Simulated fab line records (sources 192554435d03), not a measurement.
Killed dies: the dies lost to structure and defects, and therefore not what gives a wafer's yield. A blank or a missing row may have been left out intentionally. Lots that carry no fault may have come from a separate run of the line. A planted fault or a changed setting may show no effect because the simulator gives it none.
Split-lot experiment	flow n5 finfet	on a route of 1938 steps: 7 lots, 21 wafers read

THE SPLIT
At N5_FIN_SAQP_DESCUM_21 (chemistry O2, time 7.9 s), the setting time s was moved away from the recipe's 7.9 s on 5 of the 21 wafers read, by -21.8% to +19.3%. For the rest of the wafers, this setting stayed at what the recipe calls for.

Between the split and the reading, the file records no step.

THE READING
CAR-ArF_of_FIN_SAQP_COAT_10.thk nm (the simulator's own value, which no gauge read), in nm, at N5_FIN_SAQP_ETCH_51 (etches SiARC in CF4, target depth 45.5 nm, time 75.8 s). No usual value for it is given in the file. The 16 wafers here that ran the recipe average 50.93 nm, standard deviation 0.19 nm.

wafer	tool, chamber at the split	time s as run, s	against the recipe	CAR-ArF_of_FIN_SAQP_COAT_10.thk nm, nm	against lot-mates on the recipe
L077.4	rie diel-05, 1	7.9	recipe	50.64	-
L077.5	rie diel-05, 3	7.9	recipe	50.62	-
L077.6	rie diel-05, 2	7.9	recipe	50.7	-
L084.1	rie diel-02, 1	7.9	recipe	50.74	-
L084.5	rie diel-02, 2	7.9	recipe	50.99	-
L084.6	rie diel-02, 1	7.9	recipe	51.14	-
L085.1	rie diel-05, 2	7.9	recipe	51.22	-
L085.3	rie diel-05, 3	7.9	recipe	51.09	-
L085.6	rie diel-05, 1	7.9	recipe	50.94	-
L087.1	rie diel-05, 2	6.675	-15.5%	52.15	+1.38
L087.3	rie diel-05, 0	7.9	recipe	50.77	-
L087.5	rie diel-05, 0	6.675	-15.5%	51.81	+1.04
L090.1	rie diel-04, 3	7.9	recipe	51.11	-
L090.2	rie diel-04, 1	9.424	+19.3%	50.2	-0.91
L090.3	rie diel-04, 2	9.424	+19.3%	50.2	-0.91
L091.1	rie diel-04, 0	7.9	recipe	51.19	-
L091.2	rie diel-04, 1	6.18	-21.8%	51.95	+0.88
L091.4	rie diel-04, 2	7.9	recipe	50.95	-
L093.2	rie diel-02, 3	7.9	recipe	50.89	-
L093.3	rie diel-02, 2	7.9	recipe	50.93	-
L093.4	rie diel-02, 2	7.9	recipe	50.99	-

THE FIT
A straight line over all 21 wafers: CAR-ArF_of_FIN_SAQP_COAT_10.thk nm changes by -0.0484 nm for each +1% of time s; r = -0.91; the points scatter about the line by 0.21 nm.
The same after taking each lot's own level away (the mean of its wafers on the recipe; 21 wafers): -0.0537 nm for each +1%; r = -0.94; scatter 0.18 nm.
On that fit, the largest move of time s shifts the reading by 1.2 nm.
From 50.653 to 51.110 nm: that is the span of the lots' own levels, equal to 2.4 times the standard deviation above.
Consequently the slope shifts little with the lot-to-lot level, the two slopes agreeing.
Check: +1.35 nm against its lot-mates is what the line predicts for one of the wafers moved furthest among these (-21.8%) when that wafer is left out of the fit. It came out at +0.88 nm against them.

THESE WAFERS: OTHER SPLITS
Note: prior to the reading, these wafers also went through further splits. Each is held against what the fit with the lots' levels taken away leaves over:
other split on the same wafers	wafers away from the commonest value	r with CAR-ArF_of_FIN_SAQP_COAT_10.thk nm (lot level and that fit taken away)
N5_ZERO_LAYER_EXPOSE_08 dose mj	10	-0.01
N5_ZERO_LAYER_DEVELOP_10 develop time s	11	-0.40
N5_WELL_APT_COAT_02 spin rpm	7	+0.28
N5_FIN_SAQP_PEB_14 peb time s	5	+0.03

THE WHOLE CHAIN: every reading that the file lists as answering this split, in the file's order
step	what it does	reading	change (the file's fit)	r (the file's)
N5_FIN_SAQP_DESCUM_21	chemistry O2, time 7.9 s	CAR-ArF_of_FIN_SAQP_COAT_10.thk nm (the simulator's own value, which no gauge read)	-0.0484 nm for each +1% of the setting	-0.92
N5_FIN_SAQP_ETCH_51	etches SiARC in CF4, target depth 45.5 nm, time 75.8 s	CAR-ArF_of_FIN_SAQP_COAT_10.thk nm (the simulator's own value, which no gauge read)	-0.051 nm for each +1% of the setting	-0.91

FILE'S OWN FIT
CAR-ArF_of_FIN_SAQP_COAT_10.thk nm changes by -0.051 nm for each +1% of time s, r = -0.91.
